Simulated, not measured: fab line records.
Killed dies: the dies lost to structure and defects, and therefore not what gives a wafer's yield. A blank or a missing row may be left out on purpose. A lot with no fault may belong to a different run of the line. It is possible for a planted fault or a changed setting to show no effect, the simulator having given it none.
Struck lot and sound lot, side by side / flow nand_harc / 14 steps out of a route of 1302
Sound: the wafers L356.1, L356.3, L356.5. Struck: wafer L368.3. (L368.1, L368.5 of the same lot were not struck and are left out.) The cause comes at the end.
For every step that has rows: the tool of each side, followed by ch and its chambers, followed by its first start. Under that, the readings that differ: sound wafers / struck wafers / difference of the means / sigmas: that difference in standard deviations of wafers without a fault.
alike: words and numbers the same on both sides, and readings whose means are apart by under 2 such deviations; not compared: readings that were withheld, readings missing a value for some wafer, numbers with overlapping values and no deviation given by the record, and bounds like >300 which may hide the same value.
A row with sigmas, a row that says differs or no value, or rows on one side alone: a step with any of these is where the two part. Numbers that have no deviation but don't overlap get no sigmas and don't part them. A reading missing from all wafers of one side parts the sides only when that side holds two or more wafers.

NHARC_P_CONTACT_ETCH_35: etches the open film in CF4, target depth 39 nm, time 65 s.
  sound on rie_diel-06 ch 0,3, day 8 01:06; struck on rie_diel-02 ch 3, day 13 00:06
  alike: bias_w, drypump_motor_current_A, oes_product_au, rf_vpp_V, showerhead_plenum_p_Torr, throttle_valve_pct
  not compared: rf_hours_counter_h
NHARC_P_CONTACT_ETCH_36: etches the open film in N2/H2, target depth 260 nm, time 406.25 s.
  sound on rie_diel-06 ch 1,3; struck on rie_diel-02 ch 3
  alike: bias_w, drypump_motor_current_A, oes_product_au, rf_vpp_V, showerhead_plenum_p_Torr, throttle_valve_pct
  not compared: rf_hours_counter_h
then, 3 steps without rows for these wafers: NHARC_P_CONTACT_ETCH_18 (etches the open film in C4F8/O2/Ar, target depth 481 nm, time 240.5 s); NHARC_P_CONTACT_STRIP_37 (strips in C4F8/O2/Ar); NHARC_P_CONTACT_ETCH_31 (etches the open film in CH3F/O2, target depth 30 nm, time 85.7 s).
NHARC_P_CONTACT_CD_MEAS_19:
  sound: cd_sem-01 at day 8 02:01; struck: cd_sem-01 at day 13 01:01
  alike: cd_nm
NHARC_P_CONTACT_STRIP_28: strips in O2.
  sound on rie_diel-05 ch 0,1,2, day 8 02:05; struck on rie_diel-05 ch 0, day 13 01:05
  alike: drypump_motor_current_A, oes_product_au, rf_vpp_V, showerhead_plenum_p_Torr, throttle_valve_pct
  not compared: rf_hours_counter_h
then, 1 step without rows for these wafers: NHARC_P_CONTACT_STRIP_29 (strips in post etch residue remover, time 1200 s).
NHARC_P_CONTACT_DEGAS_38: time 60 s.
  sound: pvd_sputter-03 at day 8 02:44; struck: pvd_sputter-01 at day 13 01:43
  alike: heater_power_w
then, 2 steps without rows for these wafers: NHARC_P_CONTACT_PRE_CLEAN_39 (time 19.5 s); NHARC_P_CONTACT_PVD_32 (deposits Ti, target thk 5 nm, time 17.7 s).
NHARC_P_CONTACT_ALD_22: deposits TiN, target thk 3 nm, pulse time 1 s, ald cycles 150.
  sound on ald_metal-04 ch 0,1,2, day 8 02:59; struck on ald_metal-04 ch 3, day 13 01:58
  alike: heater_power_w, precursor_pulse_height_rel
NHARC_P_CONTACT_CVD_23: deposits W, target thk 200 nm, time 557 s.
  sound on cvd_w-01 ch 0,1, day 8 03:10; struck on cvd_w-01 ch 0, day 13 02:10
  alike: heater_power_w, throttle_valve_pct
NHARC_P_CONTACT_CMP_24: polishes, t overpolish 30 s, target thk 200 nm.
  sound on cmp-03 ch 1,2, day 8 03:49; struck on cmp-01 ch 0, day 13 02:50
reading=time_to_endpoint_s (s); sound=40.2 41.3 38.6; struck=75.5; difference=+35.5; sigmas=+12
  alike: motor_current_A, overpolish_run_s

## WHERE THEY PART
Only at NHARC_P_CONTACT_CMP_24, within this record.

WHY: the cause the simulator had injected
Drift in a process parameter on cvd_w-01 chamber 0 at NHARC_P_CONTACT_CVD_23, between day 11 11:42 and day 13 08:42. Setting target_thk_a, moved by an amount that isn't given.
